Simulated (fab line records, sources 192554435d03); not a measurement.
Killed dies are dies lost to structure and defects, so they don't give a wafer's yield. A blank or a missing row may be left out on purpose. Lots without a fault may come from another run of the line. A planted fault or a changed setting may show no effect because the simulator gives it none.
fab line records | flow n5_finfet
record lots=12 wafers=36 last_day=19
route steps=1938 shown HKMG_FIN@449
lots that met no fault: from a run of the same line without faults
start_h: hours from the record's first day to the start of the lot's first wafer shown | wait_h: hours since the lot's step before | " the same as in the row above | L1.1+2: a row that stands for several wafers | - no value, or no start given | * or withheld: withheld | < > ~ a bound
route shown NAME@n: a module of which the file shows steps, and the number in the route of the first | usual: mean/standard deviation of fault-free wafers | same: alike in all rows | chamber/n: place in a boat | sites: the reading at each site | _std_site: their standard deviation | _edge_site: outer sites' mean less inner sites' | radius_mm: how far each site lies from the wafer's centre | mask NAME#n: copy n | behind: the tool/chamber that last shaped the wafer | hold: why the lot was held/for how many hours/how that ended | device: the transistor (n, p or np) that didn't switch | end of line: the same wafers' tests at the end of the route | a step without rows: its recipe alone | killed: dies lost to structure and defects at the first sort, not the wafer's yield | map: a wafer's dies, x killed, . not, _ none there
set.NAME: the setting as run; set.NAME@STEP: as run at that earlier step | model.NAME: the simulator's own value behind a step, which no gauge read
steps of the route over a sample of lots; a table a step, a row a wafer
services: from which hour (start_h, from the record's first day; less than 0 if before it) a tool's chamber was out of use, for how many hours, and why
## steps
# step N5_HKMG_FIN_ALD_71
# recipe material=TiN target_thk_a=10 temp_c=400 ald_precursor_family=TiCl4 ald_co_reactant=NH3 pulse_time_s=1 purge_time_s=3 co_reactant_purge_time_s=2 co_reactant_pulse_time_s=2 ald_cycles=47 pressure_torr=3
# usual ald_cycles=47/0 heater_power_w=874/92 precursor_pulse_height_rel=0.999/0.019
# columns lot.wafer tool chamber start_h wait_h ald_cycles heater_power_w precursor_pulse_height_rel
L372.1 ald_metal-03 3 80.58 0.0 47 856 1.012
L372.3 " 2 " " 47 822 1.026
L372.5 " 2 " " 47 829 0.982
L373.2 ald_metal-01 2 84.61 0.0 47 937 1.003
L373.4 " 1 " " 47 777 1.016
L373.6 " 2 " " 47 936 1.031
L375.1 ald_metal-04 3 94.63 0.0 47 866 1.005
L375.4 " 2 " " 47 1119 1.042
L375.6 " 0 " " 47 995 0.977
L376.2 ald_metal-01 0 107.22 0.0 47 754 0.977
L376.4 " 0 " " 47 742 0.986
L376.6 " 2 " " 47 922 1.010
L377.2 ald_metal-01 0 113.12 0.0 47 754 0.989
L377.3 " 2 " " 47 919 1.003
L377.5 " 2 " " 47 943 1.005
L379.1 ald_metal-04 0 120.39 0.0 47 1005 0.998
L379.2 " 2 " " 47 1097 1.020
L379.6 " 3 " " 47 859 0.986
L381.2 ald_metal-03 1 129.05 0.0 47 890 1.018
L381.4 " 3 " " 47 834 1.028
L381.6 " 1 " " 47 895 1.019
L385.2 ald_metal-03 2 159.55 0.0 47 838 0.954
L385.3 " 0 " " 19 777 1.004
L385.6 " 1 " " 47 870 0.985
L386.2 ald_metal-03 3 164.23 0.0 47 860 0.990
L386.3 " 2 " " 19 835 1.007
L386.4 " 1 " " 47 878 0.988
L387.1 ald_metal-04 1 171.81 0.0 47 901 1.017
L387.4 " 2 " " 47 1112 0.984
L387.6 " 1 " " 47 924 1.026
L392.3 ald_metal-04 3 196.93 0.0 47 859 0.979
L392.5 " 1 " " 47 943 1.001
L392.6 " 2 " " 47 1122 0.989
L395.3 ald_metal-01 3 217.96 0.0 47 876 1.020
L395.4 " 0 " " 47 743 1.008
L395.5 " 1 " " 47 763 0.962
# step N5_HKMG_FIN_STRIP_90
# recipe chemistry=N2/H2 material=SOC time_s=20 power_w=500 temp_c=40 pressure_mtorr=50 rf_frequency_hz=6e+07 bias_power_w=8 h2_frac=0.5 n2_flow_sccm=300 h2_flow_sccm=300
# usual drypump_motor_current_A=5.5/0.32 n2_flow_sccm=300.2/0.85 oes_product_au=0.77/0.07 rf_fwd_power_W=496.7/1.8 rf_vpp_V=54.2/0.82 showerhead_plenum_p_Torr=3.36/0.093 throttle_valve_pct=19.1/0.34
# columns lot.wafer tool chamber start_h wait_h drypump_motor_current_A n2_flow_sccm oes_product_au rf_fwd_power_W rf_hours_counter_h rf_vpp_V showerhead_plenum_p_Torr throttle_valve_pct
L372.1 rie_diel-06 1 81.00 0.0 5.2 299.2 0.70 496.3 229 54.2 3.31 19.1
L372.3 " 0 " " 5.3 300.5 0.74 495.5 167 54.4 3.47 18.9
L372.5 " 3 " " 5.9 300.4 0.79 497.7 - 54.8 3.25 19.5
L373.2 rie_diel-02 1 85.01 0.0 5.3 300.3 0.79 497.3 112 53.7 3.39 18.8
L373.4 " 0 " " 6.1 300.7 0.80 498.1 - 53.2 3.24 19.0
L373.6 " 1 " " 5.3 301.5 0.80 495.7 - 55.0 3.39 18.8
L375.1 rie_diel-02 1 95.05 0.1 5.3 299.7 0.79 497.6 117 52.5 3.39 18.8
L375.4 " 1 " " 5.3 299.7 0.78 497.4 - 53.7 3.39 18.8
L375.6 " 1 " " 5.2 300.0 0.78 498.7 - 55.5 3.39 18.8
L376.2 rie_diel-01 3 107.62 0.0 5.7 301.5 0.74 494.1 163 54.3 3.34 19.1
L376.4 " 2 " " 5.7 299.6 0.82 496.4 74 53.5 3.40 19.5
L376.6 " 3 " " 5.7 300.8 0.76 493.1 - 52.3 3.34 19.1
L377.2 rie_diel-01 2 113.79 0.0 5.7 300.5 0.83 497.1 76 53.6 3.40 19.5
L377.3 " 1 " " 5.8 299.9 0.98 495.4 5 54.8 3.42 18.5
L377.5 " 3 " " 5.7 301.2 0.75 492.9 - 54.4 3.34 19.1
L379.1 rie_diel-01 3 120.83 0.0 5.7 300.4 0.75 493.2 167 54.4 3.34 19.1
L379.2 " 0 " " 5.8 299.4 0.85 499.8 53 53.8 3.41 18.9
L379.6 " 0 " " 5.8 301.2 0.85 498.0 - 54.1 3.41 18.9
L381.2 rie_diel-01 3 129.48 0.0 5.8 299.2 0.76 495.9 170 54.7 3.34 19.1
L381.4 " 0 " " 5.8 298.2 0.84 499.1 55 53.1 3.41 18.9
L381.6 " 1 " " 5.8 300.1 0.95 496.1 - 54.8 3.41 18.5
L385.2 rie_diel-02 1 159.95 0.0 5.3 298.6 0.76 497.4 139 53.0 3.37 18.9
L385.3 " 0 " " 6.2 300.9 0.78 497.2 147 54.0 3.23 19.0
L385.6 " 0 " " 6.2 301.4 0.78 500.4 - 55.0 3.22 19.0
L386.2 rie_diel-01 2 164.66 0.0 5.7 298.8 0.81 498.0 95 54.5 3.39 19.5
L386.3 " 3 " " 5.7 301.0 0.75 494.9 182 54.0 3.33 19.1
L386.4 " 0 " " 5.7 301.1 0.84 497.4 68 54.3 3.40 19.0
L387.1 rie_diel-02 1 172.21 0.0 5.2 301.2 0.76 495.7 141 54.4 3.37 18.9
L387.4 " 3 " " 5.1 300.7 0.74 497.0 179 52.9 3.50 19.7
L387.6 " 0 " " 6.1 299.6 0.77 495.9 - 54.7 3.22 19.0
L392.3 rie_diel-06 0 197.33 0.0 5.2 299.1 0.71 498.2 213 54.2 3.45 19.0
L392.5 " 0 " " 5.2 300.5 0.71 499.9 - 53.3 3.45 19.0
L392.6 " 3 " " 5.9 301.2 0.75 499.3 - 53.3 3.23 19.5
L395.3 rie_diel-02 2 218.47 0.0 5.3 300.2 0.69 497.5 212 54.4 3.18 19.6
L395.4 " 3 " " 5.1 299.0 0.72 493.4 195 55.3 3.49 19.8
L395.5 " 1 " " 5.3 299.3 0.75 499.5 - 55.2 3.36 18.9
# step N5_HKMG_FIN_W_FILL_22
# recipe material=W target_thk_a=600 temp_c=400 pressure_torr=39.4 time_s=18.2
# usual heater_power_w=919/57 throttle_valve_pct=19.8/1.3
# columns lot.wafer tool chamber start_h wait_h heater_power_w throttle_valve_pct
L372.1 cvd_w-02 0 82.13 0.0 858 21.0
L372.3 " 0 " " 833 21.0
L372.5 " 0 " " 839 21.2
L373.2 cvd_w-02 1 86.12 0.0 914 21.3
L373.4 " 1 " " 881 20.9
L373.6 " 0 " " 843 21.3
L375.1 cvd_w-01 1 96.21 0.0 928 19.0
L375.4 " 0 " " 984 17.9
L375.6 " 0 " " 990 18.1
L376.2 cvd_w-01 0 108.73 0.0 996 18.2
L376.4 " 1 " " 920 18.8
L376.6 " 0 " " 994 18.2
L377.2 cvd_w-02 0 114.90 0.0 844 21.0
L377.3 " 0 " " 865 21.2
L377.5 " 1 " " 904 21.1
L379.1 cvd_w-01 1 121.95 0.0 916 18.8
L379.2 " 0 " " 1014 18.5
L379.6 " 0 " " 980 18.6
L381.2 cvd_w-01 0 130.60 0.0 1000 18.4
L381.4 " 0 " " 989 18.2
L381.6 " 0 " " 1000 18.3
L385.2 cvd_w-01 0 161.06 0.0 998 18.2
L385.3 " 0 " " 1004 18.2
L385.6 " 1 " " 928 18.9
L386.2 cvd_w-02 1 165.77 0.0 890 21.4
L386.3 " 0 " " 849 21.0
L386.4 " 1 " " 885 21.4
L387.1 cvd_w-01 1 173.32 0.0 918 18.8
L387.4 " 1 " " 927 18.7
L387.6 " 1 " " 926 18.9
L392.3 cvd_w-01 0 198.45 0.0 1011 18.6
L392.5 " 1 " " 930 18.8
L392.6 " 0 " " 993 18.5
L395.3 cvd_w-01 1 219.59 0.0 912 18.9
L395.4 " 0 " " 997 18.7
L395.5 " 1 " " 925 18.9
# step N5_HKMG_FIN_INSPECT_28
# recipe inspect_instrument=darkfield mode=post_cmp
# usual raw_defect_count=46/20
# columns lot.wafer tool chamber start_h wait_h raw_defect_count
L372.1 defect_inspect-01 - 82.95 0.0 32
L372.3 " - " " 37
L372.5 " - " " 39
L373.2 defect_inspect-01 - 86.94 0.0 20
L373.4 " - " " 53
L373.6 " - " " 55
L375.1 defect_inspect-01 - 97.04 0.0 39
L375.4 " - " " 55
L375.6 " - " " 37
L376.2 defect_inspect-01 - 109.57 0.0 45
L376.4 " - " " 31
L376.6 " - " " 36
L377.2 defect_inspect-01 - 115.72 0.0 26
L377.3 " - " " 20
L377.5 " - " " 25
L379.1 defect_inspect-02 - 122.77 0.0 31
L379.2 " - " " 36
L379.6 " - " " 53
L381.2 defect_inspect-02 - 131.42 0.0 33
L381.4 " - " " 26
L381.6 " - " " 40
L385.2 defect_inspect-01 - 161.88 0.0 22
L385.3 " - " " 26
L385.6 " - " " 28
L386.2 defect_inspect-02 - 166.59 0.0 89
L386.3 " - " " 84
L386.4 " - " " 50
L387.1 defect_inspect-01 - 174.14 0.0 29
L387.4 " - " " 20
L387.6 " - " " 24
L392.3 defect_inspect-01 - 199.27 0.0 61
L392.5 " - " " 25
L392.6 " - " " 31
L395.3 defect_inspect-01 - 220.60 0.0 46
L395.4 " - " " 36
L395.5 " - " " 78
## services
# columns tool chamber start_h hours kind
rie_diel-01 1 72.25 - clean
rie_diel-01 1 72.25 - consumable_replace:esc
rie_diel-01 1 72.25 - consumable_replace:focus_ring
rie_diel-01 1 72.25 27.6 scheduled_down
rie_diel-01 1 72.25 27.6 vent_cycle
cvd_w-01 - 73.79 2.4 repair
ald_metal-04 - 74.98 1.2 pm
rie_diel-01 2 84.59 4.7 repair
rie_diel-02 0 92.12 4.1 repair
rie_diel-06 3 93.50 2.2 repair
ald_metal-01 1 102.83 12.1 repair
cvd_w-02 - 111.62 2.8 pm
cvd_w-02 - 116.56 1.6 repair
rie_diel-06 1 144.17 - clean
rie_diel-06 1 144.17 - consumable_replace:focus_ring
rie_diel-06 1 144.17 14.5 scheduled_down
rie_diel-06 1 144.17 14.5 vent_cycle
rie_diel-02 2 173.19 5.9 repair
rie_diel-06 1 176.21 35.1 repair
rie_diel-02 - 182.74 0.5 repair
ald_metal-04 - 185.82 0.5 repair
rie_diel-02 2 192.53 6.0 repair
## key
first_sign step=N5_HKMG_FIN_ALD_71 reading=ald_cycles direction=down sigmas=99+ usual=* struck=*
effect none on later readings
met_at N5_HKMG_FIN_ALD_71
struck_lots L385,L386
struck_wafers L385.3,L386.3
tester_left_out L385,L386
not_acting_at N5_HKMG_FIN_STRIP_90,N5_HKMG_FIN_W_FILL_22,N5_HKMG_FIN_INSPECT_28
onset_between 129.05 159.55
fault kind=process_parameter_drift tool=ald_metal-03 chamber=- onset_h=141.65 steps=N5_HKMG_FIN_ALD_71 channel=ald_cycles offset=* shape=step end_h=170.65 scope=struck_wafers_only acts_in=* stated=*
# tester_left_out: of these lots the tester's yield and bins aren't shown, on N5 and GAA mostly nor the transistor test; their killed dies are dies lost to structure and defects alone, not to doping, threshold or leakage, so they don't give the yield
